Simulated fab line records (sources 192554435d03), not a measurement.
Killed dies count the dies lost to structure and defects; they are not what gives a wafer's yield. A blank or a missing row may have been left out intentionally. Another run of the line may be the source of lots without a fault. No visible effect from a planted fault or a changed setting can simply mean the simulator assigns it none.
fab line records    flow n5_finfet
record lots=14  wafers=41  last_day=19
route steps=1938 shown BEOL_M9@1458 BEOL_M10@1471
lots that met no fault: taken from a fault-free run of the same line
start_h: start of the lot's first displayed wafer, in hours after the record's first day    wait_h: hours elapsed since this lot's preceding step    " same as the row above    L1.1+2: one row covering several wafers at once    - value missing, or start not given    * or withheld: withheld    < > ~ a bound
route shown NAME@n: names a module that has steps shown in the file, with the first one's number in the route    usual: the fault-free wafers' mean and standard deviation    same: alike in all rows    chamber/n: place in a boat    sites: each site's reading    _std_site: standard deviation across them    _edge_site: the outer-site mean with the inner-site mean subtracted    radius_mm: for every site, how far away it sits from the centre of the wafer    mask NAME#n: copy n    behind: the last tool/chamber to shape the wafer    hold: the reason the lot was held/the length of the hold in hours/how it ended    device: which transistor (n, p or np) failed to switch    end of line: the route-end tests of the same wafers    a step with no rows: only its recipe    killed: dies lost to structure and defects at the first sort, not the wafer's yield    map: per-die view of a wafer (x killed, . not killed, _ where there is no die)
set.NAME: the setting as run; set.NAME@STEP: as run at that earlier step    model.NAME: the simulator's own value behind a step, which no gauge read
one table for each step of the route and one row for each wafer, over a sample of lots
services: a tool's chamber out of use, with start hour (start_h, from the record's first day; less than 0 if before it), hours out, and reason
## steps
# step N5_BEOL_M9_ALD_74
# recipe material=TaN  target_thk_a=20  temp_c=275  ald_precursor_family=PDMAT  ald_co_reactant=NH3  pressure_torr=3  carrier_flow_sccm=1500  pulse_time_s=2  purge_time_s=3  co_reactant_purge_time_s=2  co_reactant_pulse_time_s=3  ald_cycles=40  precursor_vessel_temp_c=75  precursor_vessel_pressure_torr=26.25  precursor_vessel_carrier_sccm=1000
# usual heater_power_w=387/54
lot.wafer  tool          chamber  start_h  wait_h  heater_power_w
L921.1     ald_metal-02  0        251.80   0.1     360
L921.3     "             1        "        "       293
L921.5     "             2        "        "       329
L922.1     ald_metal-04  1        255.87   0.0     378
L922.4     "             0        "        "       374
L922.6     "             2        "        "       359
L927.1     ald_metal-04  1        279.55   0.1     380
L927.3     "             2        "        "       356
L927.4     "             3        "        "       367
L926.2     ald_metal-02  2        279.91   0.2     336
L926.3     "             0        "        "       362
L926.5     "             3        "        "       439
L929.1     ald_metal-04  0        287.45   0.0     371
L929.3     "             1        "        "       378
L929.6     "             0        "        "       382
L934.1     ald_metal-02  2        321.90   0.0     332
L934.4     "             3        "        "       443
L934.5     "             0        "        "       370
L932.3     ald_metal-03  0        321.95   0.0     376
L932.5     "             3        "        "       488
L932.6     "             2        "        "       495
L933.4     ald_metal-02  0        322.17   0.2     367
L933.5     "             2        "        "       329
L939.2     ald_metal-03  1        354.91   0.1     421
L939.3     "             2        "        "       482
L939.6     "             1        "        "       410
L941.3     ald_metal-04  3        367.01   0.0     364
L941.5     "             0        "        "       365
L941.6     "             1        "        "       385
L940.1     ald_metal-02  0        367.24   0.0     364
L940.3     "             1        "        "       301
L940.5     "             3        "        "       440
L942.2     ald_metal-03  1        375.41   0.0     420
L942.4     "             2        "        "       484
L942.5     "             3        "        "       499
L944.1     ald_metal-04  3        384.21   0.0     371
L944.3     "             0        "        "       381
L944.4     "             1        "        "       363
L943.3     ald_metal-02  0        384.28   0.0     370
L943.4     "             1        "        "       302
L943.5     "             2        "        "       330
# step N5_BEOL_M9_INSPECT_58
# recipe inspect_instrument=darkfield  mode=post_dep
# usual raw_defect_count=74/25
lot.wafer  tool               chamber  start_h  wait_h  raw_defect_count
L921.1     defect_inspect-01  -        253.31   0.0     100
L921.3     "                  -        "        "       53
L921.5     "                  -        "        "       70
L922.1     defect_inspect-02  -        257.84   0.0     115
L922.4     "                  -        "        "       79
L922.6     "                  -        "        "       72
L927.1     defect_inspect-02  -        281.83   0.0     66
L927.3     "                  -        "        "       127
L927.4     "                  -        "        "       77
L926.2     defect_inspect-02  -        282.17   0.0     89
L926.3     "                  -        "        "       86
L926.5     "                  -        "        "       50
L929.1     defect_inspect-02  -        288.88   0.0     76
L929.3     "                  -        "        "       61
L929.6     "                  -        "        "       83
L934.1     defect_inspect-01  -        323.90   0.0     73
L934.4     "                  -        "        "       48
L934.5     "                  -        "        "       67
L932.3     defect_inspect-02  -        323.97   0.0     112
L932.5     "                  -        "        "       71
L932.6     "                  -        "        "       49
L933.4     defect_inspect-02  -        324.42   0.0     105
L933.5     "                  -        "        "       88
L939.2     defect_inspect-01  -        356.72   0.0     55
L939.3     "                  -        "        "       66
L939.6     "                  -        "        "       46
L941.3     defect_inspect-01  -        369.17   0.0     28
L941.5     "                  -        "        "       80
L941.6     "                  -        "        "       51
L940.1     defect_inspect-02  -        369.41   0.0     75
L940.3     "                  -        "        "       105
L940.5     "                  -        "        "       112
L942.2     defect_inspect-01  -        378.01   0.0     45
L942.4     "                  -        "        "       54
L942.5     "                  -        "        "       58
L944.1     defect_inspect-01  -        385.77   0.0     76
L944.3     "                  -        "        "       77
L944.4     "                  -        "        "       63
L943.3     defect_inspect-02  -        385.86   0.0     52
L943.4     "                  -        "        "       68
L943.5     "                  -        "        "       74
# step N5_BEOL_M10_CURE_71
# recipe temp_c=385  time_s=240  ambient=He/Ar  material=SiCOH_lowk
# usual lamp_power_pct=52.32/0.051  wafer_temp_C_max=387.0/0.7
lot.wafer  tool        chamber  start_h  wait_h  lamp_power_pct  wafer_temp_C_max
L921.1     uv_cure-02  0        253.42   0.0     52.22           387.0
L921.3     "           0        "        "       52.26           388.2
L921.5     "           0        "        "       52.22           387.7
L922.1     uv_cure-02  0        257.96   0.1     52.31           387.5
L922.4     "           0        "        "       52.31           387.5
L922.6     "           0        "        "       52.37           387.5
L927.1     uv_cure-03  2        281.96   0.1     52.30           387.3
L927.3     "           2        "        "       52.37           387.7
L927.4     "           2        "        "       52.27           386.8
L926.2     uv_cure-01  1        282.36   0.1     52.31           387.8
L926.3     "           1        "        "       52.37           387.1
L926.5     "           1        "        "       52.34           387.7
L929.1     uv_cure-01  1        288.99   0.0     52.30           386.8
L929.3     "           1        "        "       52.32           388.4
L929.6     "           1        "        "       52.29           386.7
L934.1     uv_cure-02  0        324.03   0.1     52.30           387.2
L934.4     "           0        "        "       52.27           387.2
L934.5     "           0        "        "       52.24           387.4
L932.3     uv_cure-03  1        324.24   0.2     52.33           386.4
L932.5     "           1        "        "       52.35           386.9
L932.6     "           1        "        "       52.31           386.4
L933.4     uv_cure-03  0        324.80   0.3     52.31           385.7
L933.5     "           0        "        "       52.32           385.4
L939.2     uv_cure-01  0        356.91   0.1     52.29           387.0
L939.3     "           0        "        "       52.35           387.0
L939.6     "           0        "        "       52.35           386.9
L941.3     uv_cure-01  2        369.48   0.2     52.31           386.8
L941.5     "           2        "        "       52.37           386.4
L941.6     "           2        "        "       52.34           386.6
L940.1     uv_cure-02  0        369.52   0.0     52.18           388.1
L940.3     "           0        "        "       52.39           387.6
L940.5     "           0        "        "       52.37           387.2
L942.2     uv_cure-03  2        378.21   0.1     52.35           387.2
L942.4     "           2        "        "       52.29           387.5
L942.5     "           2        "        "       52.26           388.1
L944.1     uv_cure-02  0        385.91   0.1     52.30           387.3
L944.3     "           0        "        "       52.32           386.9
L944.4     "           0        "        "       52.37           387.7
L943.3     uv_cure-01  2        386.13   0.2     52.25           386.0
L943.4     "           2        "        "       52.33           385.6
L943.5     "           2        "        "       52.31           386.3
# step N5_BEOL_M10_EXPOSE_08
# recipe mask_id=M10  na=1.35  source_shape=dipole  sigma_inner=0.411  sigma_outer=0.611  polarization=te  dose_mj=53.75
# usual dipole_opening_deg=40/0  exposure_dose_mJ_cm2=53.72/0.052
lot.wafer  tool             chamber  start_h  wait_h  mask   dipole_opening_deg  exposure_dose_mJ_cm2
L921.1     arfi_scanner-01  0        255.73   -       M10#0  40                  53.70
L921.3     "                0        "        "       M10#0  40                  53.65
L921.5     "                0        "        "       M10#0  40                  53.67
L922.1     arfi_scanner-01  0        260.23   -       M10#0  40                  53.73
L922.4     "                0        "        "       M10#0  40                  53.62
L922.6     "                0        "        "       M10#0  40                  53.71
L926.2     arfi_scanner-03  0        284.00   -       M10#0  40                  53.70
L926.3     "                0        "        "       M10#0  40                  53.74
L926.5     "                0        "        "       M10#0  40                  53.68
L927.1     arfi_scanner-02  0        284.37   -       M10#0  40                  53.72
L927.3     "                0        "        "       M10#0  40                  53.77
L927.4     "                0        "        "       M10#0  40                  53.83
L929.1     arfi_scanner-01  0        292.32   -       M10#0  40                  53.75
L929.3     "                0        "        "       M10#0  40                  53.68
L929.6     "                0        "        "       M10#0  40                  53.72
L934.1     arfi_scanner-02  -        326.18   -       M10#0  -                   -
L934.4     "                -        "        "       M10#0  -                   -
L934.5     "                -        "        "       M10#0  -                   -
L932.3     arfi_scanner-02  -        327.00   -       M10#0  -                   -
L932.5     "                -        "        "       M10#0  -                   -
L932.6     "                -        "        "       M10#0  -                   -
L933.4     arfi_scanner-02  0        327.05   -       M10#0  40                  53.73
L933.5     "                0        "        "       M10#0  40                  53.69
L939.2     arfi_scanner-01  0        358.10   -       M10#0  40                  53.68
L939.3     "                0        "        "       M10#0  40                  53.65
L939.6     "                0        "        "       M10#0  40                  53.63
L941.3     arfi_scanner-02  0        370.59   -       M10#0  40                  53.74
L941.5     "                0        "        "       M10#0  40                  53.71
L941.6     "                0        "        "       M10#0  40                  53.65
L940.1     arfi_scanner-03  0        370.76   -       M10#0  40                  53.66
L940.3     "                0        "        "       M10#0  40                  53.67
L940.5     "                0        "        "       M10#0  40                  53.80
L942.2     arfi_scanner-01  0        380.10   -       M10#0  40                  53.69
L942.4     "                0        "        "       M10#0  40                  53.69
L942.5     "                0        "        "       M10#0  40                  53.64
L944.1     arfi_scanner-01  0        388.37   -       M10#0  40                  53.69
L944.3     "                0        "        "       M10#0  40                  53.69
L944.4     "                0        "        "       M10#0  40                  53.59
L943.3     arfi_scanner-03  0        388.61   -       M10#0  40                  53.71
L943.4     "                0        "        "       M10#0  40                  53.66
L943.5     "                0        "        "       M10#0  40                  53.71
## services
tool             chamber  start_h  hours  kind
ald_metal-02     3        232.45   10.4   repair
uv_cure-01       -        259.51   2.1    pm
arfi_scanner-02  -        261.90   1.3    pm
arfi_scanner-01  -        263.16   1.0    pm
arfi_scanner-03  -        264.38   1.3    pm
arfi_scanner-01  -        266.57   1.0    pm
uv_cure-03       -        272.28   3.4    pm
arfi_scanner-01  -        273.11   3.9    pm
arfi_scanner-03  -        274.14   0.8    pm
ald_metal-02     1        280.75   5.6    repair
uv_cure-02       -        286.38   1.0    pm
arfi_scanner-01  -        300.90   4.9    pm
uv_cure-03       -        304.09   6.0    pm
uv_cure-03       -        311.70   3.2    repair
arfi_scanner-01  -        316.60   1.3    pm
arfi_scanner-03  -        318.35   30.0   repair
arfi_scanner-01  -        326.32   0.8    pm
arfi_scanner-02  -        327.28   0.8    pm
arfi_scanner-01  -        328.49   6.0    pm
arfi_scanner-01  -        339.15   0.4    repair
arfi_scanner-01  -        343.40   6.0    pm
arfi_scanner-02  -        350.43   1.0    pm
ald_metal-04     3        386.44   10.5   repair
arfi_scanner-02  -        387.40   1.3    pm
## key
first_sign step=N5_BEOL_M10_EXPOSE_08  reading=tool_record  direction=missing
effect none on later readings
met_at N5_BEOL_M10_EXPOSE_08
struck_lots L932,L934
later_rows_left_out L932.3,L932.5,L932.6,L934.1,L934.4,L934.5
sort_left_out L932.3,L932.5,L932.6,L934.1,L934.4,L934.5
not_acting_at N5_BEOL_M9_ALD_74,N5_BEOL_M9_INSPECT_58,N5_BEOL_M10_CURE_71
onset_between 284.37 326.18
fault kind=skipped_step_whole  tool=arfi_scanner-02  chamber=-  onset_h=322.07  steps=N5_BEOL_M10_EXPOSE_08  scope=struck_lots_only
# sort_left_out: the simulated sort isn't trusted on such a fault, so these wafers' sort isn't shown, and their yield isn't known
# later_rows_left_out: the simulator's readings of these wafers behind a module that went badly wrong aren't trusted and aren't shown, but for the sort
